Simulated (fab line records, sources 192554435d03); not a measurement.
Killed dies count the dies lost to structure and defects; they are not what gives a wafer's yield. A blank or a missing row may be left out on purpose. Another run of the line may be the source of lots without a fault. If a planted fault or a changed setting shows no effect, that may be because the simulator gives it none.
Chamber matching :: flow n5 finfet :: N5_BEOL_M9_STRIP_67 on rie diel-02 has 4 sister chambers
The step strips in CF4. 20 wafers are shown with their chamber, then 10 later ones without.

WAFERS PAIRED WITH THEIR CHAMBERS
wafer: L075.1
chamber: 1
drypump motor current A (A): 5.6
showerhead plenum p Torr (Torr): 1.90
throttle valve pct (%): 13.25

wafer: L075.3
chamber: 0
drypump motor current A (A): 5.1
showerhead plenum p Torr (Torr): 1.87
throttle valve pct (%): 13.83

wafer: L075.6
chamber: 2
drypump motor current A (A): 6.5
showerhead plenum p Torr (Torr): 1.73
throttle valve pct (%): 13.83

wafer: L077.2
chamber: 0
drypump motor current A (A): 5.1
showerhead plenum p Torr (Torr): 1.86
throttle valve pct (%): 13.83

wafer: L077.3
chamber: 3
drypump motor current A (A): 5.8
showerhead plenum p Torr (Torr): 1.90
throttle valve pct (%): 13.23

wafer: L077.6
chamber: 2
drypump motor current A (A): 6.5
showerhead plenum p Torr (Torr): 1.73
throttle valve pct (%): 13.83

wafer: L079.1
chamber: 0
drypump motor current A (A): 5.1
showerhead plenum p Torr (Torr): 1.86
throttle valve pct (%): 13.84

wafer: L079.4
chamber: 1
drypump motor current A (A): 5.6
showerhead plenum p Torr (Torr): 1.90
throttle valve pct (%): 13.27

wafer: L079.6
chamber: 2
drypump motor current A (A): 6.5
showerhead plenum p Torr (Torr): 1.73
throttle valve pct (%): 13.85

wafer: L076.1
chamber: 1
drypump motor current A (A): 5.6
showerhead plenum p Torr (Torr): 1.89
throttle valve pct (%): 13.26

wafer: L076.2
chamber: 2
drypump motor current A (A): 6.5
showerhead plenum p Torr (Torr): 1.73
throttle valve pct (%): 13.85

wafer: L076.3
chamber: 0
drypump motor current A (A): 5.1
showerhead plenum p Torr (Torr): 1.86
throttle valve pct (%): 13.84

wafer: L080.2
chamber: 1
drypump motor current A (A): 5.6
showerhead plenum p Torr (Torr): 1.89
throttle valve pct (%): 13.27

wafer: L080.3
chamber: 2
drypump motor current A (A): 6.5
showerhead plenum p Torr (Torr): 1.73
throttle valve pct (%): 13.87

wafer: L080.6
chamber: 1
drypump motor current A (A): 5.6
showerhead plenum p Torr (Torr): 1.89
throttle valve pct (%): 13.26

wafer: L084.1
chamber: 1
drypump motor current A (A): 5.6
showerhead plenum p Torr (Torr): 1.89
throttle valve pct (%): 13.29

wafer: L084.5
chamber: 1
drypump motor current A (A): 5.6
showerhead plenum p Torr (Torr): 1.89
throttle valve pct (%): 13.29

wafer: L084.6
chamber: 0
drypump motor current A (A): 5.1
showerhead plenum p Torr (Torr): 1.86
throttle valve pct (%): 13.86

wafer: L086.1
chamber: 0
drypump motor current A (A): 5.1
showerhead plenum p Torr (Torr): 1.86
throttle valve pct (%): 13.86

wafer: L086.3
chamber: 1
drypump motor current A (A): 5.7
showerhead plenum p Torr (Torr): 1.89
throttle valve pct (%): 13.32

SIGNATURES (means of the wafers above)
reading: drypump motor current A
chamber 0: 5.100
chamber 1: 5.612
chamber 2: 6.500
chamber 3: 5.800
scatter within a chamber: 0.0234

reading: showerhead plenum p Torr
chamber 0: 1.8617
chamber 1: 1.8925
chamber 2: 1.7300
chamber 3: 1.9000
scatter within a chamber: 0.00382

reading: throttle valve pct
chamber 0: 13.8433
chamber 1: 13.2762
chamber 2: 13.8460
chamber 3: 13.2300
scatter within a chamber: 0.0188
Rule: for a wafer and a chamber, the distance is found by dividing, reading by reading, the gap between the wafer's reading and the chamber's mean by the reading's scatter, squaring, summing and taking the root. The wafer belongs to the nearest chamber; if the next one is less than 2 further off, it can't be placed. The scatter is the square root of a quotient: the sum, over the shown wafers, of each reading's squared deviation from its chamber's mean, divided by wafers minus chambers.

WAFERS WITHOUT THEIR CHAMBER
wafer: L086.4
drypump motor current A (A): 6.5
showerhead plenum p Torr (Torr): 1.73
throttle valve pct (%): 13.88

wafer: L091.1
drypump motor current A (A): 5.1
showerhead plenum p Torr (Torr): 1.86
throttle valve pct (%): 13.90

wafer: L091.3
drypump motor current A (A): 5.9
showerhead plenum p Torr (Torr): 1.90
throttle valve pct (%): 13.25

wafer: L091.5
drypump motor current A (A): 5.1
showerhead plenum p Torr (Torr): 1.86
throttle valve pct (%): 13.90

wafer: L092.1
drypump motor current A (A): 5.9
showerhead plenum p Torr (Torr): 1.90
throttle valve pct (%): 13.28

wafer: L092.2
drypump motor current A (A): 5.6
showerhead plenum p Torr (Torr): 1.89
throttle valve pct (%): 13.35

wafer: L092.6
drypump motor current A (A): 5.6
showerhead plenum p Torr (Torr): 1.89
throttle valve pct (%): 13.34

wafer: L095.2
drypump motor current A (A): 5.1
showerhead plenum p Torr (Torr): 1.86
throttle valve pct (%): 13.90

wafer: L095.3
drypump motor current A (A): 5.6
showerhead plenum p Torr (Torr): 1.88
throttle valve pct (%): 13.35

wafer: L095.5
drypump motor current A (A): 6.5
showerhead plenum p Torr (Torr): 1.72
throttle valve pct (%): 13.92

WHICH CHAMBER EACH ONE RAN IN
wafer: L086.4
from the rows above: 2
in truth: 2

wafer: L091.1
from the rows above: 0
in truth: 0

wafer: L091.3
from the rows above: 3
in truth: 3

wafer: L091.5
from the rows above: 0
in truth: 0

wafer: L092.1
from the rows above: 3
in truth: 3

wafer: L092.2
from the rows above: 1
in truth: 1

wafer: L092.6
from the rows above: 1
in truth: 1

wafer: L095.2
from the rows above: 0
in truth: 0

wafer: L095.3
from the rows above: 1
in truth: 1

wafer: L095.5
from the rows above: 2
in truth: 2
Correctly placed: 10 of 10. Left unplaced by these rows: 0. Number placed wrongly: 0.
